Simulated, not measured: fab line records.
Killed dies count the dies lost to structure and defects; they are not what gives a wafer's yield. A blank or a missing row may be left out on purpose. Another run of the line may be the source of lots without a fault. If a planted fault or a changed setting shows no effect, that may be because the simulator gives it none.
Which tool was responsible? | flow n5 finfet | 14 lots with 42 wafers sampled at 3 steps, on a route of 1938 steps

== WHAT THE GAUGES READ, wafer by wafer ==
N5_BEOL_M14_THK_MEAS_50: measures by xrf.
lot  | measured     | on            | M14_THK (nm)
L869 | day 13 03:49 | film metro-01 | 587 570 594
L870 | day 13 13:44 | film metro-02 | 568 562 567
L875 | day 14 07:47 | film metro-01 | 572 582 569
L876 | day 14 08:13 | film metro-02 | 561 557 565
L877 | day 15 04:35 | film metro-01 | 581 586 577
L881 | day 15 18:17 | film metro-02 | 571 571 580
L884 | day 16 01:47 | film metro-02 | 578 579 567
L885 | day 17 04:17 | film metro-01 | 564 568 561
L887 | day 17 05:31 | film metro-02 | 567 567 565
L888 | day 17 09:57 | film metro-01 | 562 559 583
L889 | day 17 20:13 | film metro-02 | 588 578 575
L890 | day 18 13:42 | film metro-02 | 565 563 568
L891 | day 18 13:59 | film metro-02 | 559 569 571
L892 | day 19 12:27 | film metro-02 | 581 577 557

N5_BEOL_M15_THK_MEAS_01.
lot  | measured     | on            | M15_ILD_THK (nm)
L869 | day 13 04:17 | film metro-02 | 1623 1640 1644
L870 | day 13 14:17 | film metro-02 | 1612 1640 1632
L875 | day 14 08:13 | film metro-02 | 1611 1600 1630
L876 | day 14 08:39 | film metro-01 | 1642 1656 1668
L877 | day 15 05:02 | film metro-02 | 1635 1651 1681
L881 | day 15 18:51 | film metro-02 | 1645 1661 1654
L884 | day 16 02:13 | film metro-02 | 1644 1673 1666
L885 | day 17 04:45 | film metro-02 | 1623 1638 1657
L887 | day 17 05:58 | film metro-02 | 1612 1661 1656
L888 | day 17 10:26 | film metro-01 | 1625 1612 1649
L889 | day 17 20:40 | film metro-02 | 1614 1660 1673
L890 | day 18 14:08 | film metro-02 | 1637 1622 1647
L891 | day 18 14:26 | film metro-02 | 1605 1643 1648
L892 | day 19 12:54 | film metro-01 | 1642 1639 1648

== WHICH TOOL RAN EACH LOT (tool, then ch and the chambers of the sampled wafers, then the start) ==
lot  | N5_BEOL_M14_SPUTTER_45
L869 | pvd sputter-03, day 13 02:53
L870 | pvd sputter-03, day 13 12:49
L875 | pvd sputter-03, day 14 06:13
L876 | pvd sputter-03, day 14 07:18
L877 | pvd sputter-02, day 15 02:46
L881 | pvd sputter-01, day 15 16:16
L884 | pvd sputter-03, day 16 00:37
L885 | pvd sputter-01, day 17 03:23
L887 | pvd sputter-02, day 17 03:55
L888 | pvd sputter-01, day 17 08:47
L889 | pvd sputter-02, day 17 18:58
L890 | pvd sputter-01, day 18 12:48
L891 | pvd sputter-03, day 18 12:59
L892 | pvd sputter-03, day 19 11:34
- N5_BEOL_M14_SPUTTER_45: material Cu, target thk 100 nm, time 16.67 s.

== WHAT THE TOOLS THEMSELVES READ (means of the sampled wafers that have a number; where no wafer has one, the mark that the record gives instead) ==
N5_BEOL_M14_SPUTTER_45.
lot  | tool           | substrate temp c (C) | throttle valve pct (%)
L869 | pvd sputter-03 | -19.93               | 30.1
L870 | pvd sputter-03 | -19.93               | 30.0
L875 | pvd sputter-03 | -19.99               | 29.8
L876 | pvd sputter-03 | -20.09               | 30.2
L877 | pvd sputter-02 | -19.94               | 30.1
L881 | pvd sputter-01 | -20.04               | 31.8
L884 | pvd sputter-03 | -19.99               | 30.2
L885 | pvd sputter-01 | -19.95               | 31.5
L887 | pvd sputter-02 | -19.98               | 30.6
L888 | pvd sputter-01 | -20.03               | 31.0
L889 | pvd sputter-02 | -19.89               | 30.2
L890 | pvd sputter-01 | -20.02               | 31.1
L891 | pvd sputter-03 | -20.00               | 30.2
L892 | pvd sputter-03 | -20.00               | 30.3

== THE ANSWER, worked out from the rows above alone ==
Rule: the lots themselves supply what counts as usual. Put in order of their means at a reading, lots are off if they are a third of the lots or fewer, leave a main group of 4 or more, and stand apart from it by a gap of 3 or more times the standard deviation of the main group's means; of several such gaps the widest counts. Not used: any main group whose means are identical at the precision the tables above print for the reading. A lot without any number at a reading at which 4 lots or more have one is off too. Where the step has rows for the other lots, those lots are counted as sound. First the gauges in route order, then the tools' own readings, where a lot's mean is used as printed above. The first step at which some lot is off is used, and at that step the reading that is off furthest; a lot without a number counts as furthest.
Across all readings shown, no lot is off: no conclusion can be drawn from this.

== WHAT THE SIMULATOR PUT IN ==
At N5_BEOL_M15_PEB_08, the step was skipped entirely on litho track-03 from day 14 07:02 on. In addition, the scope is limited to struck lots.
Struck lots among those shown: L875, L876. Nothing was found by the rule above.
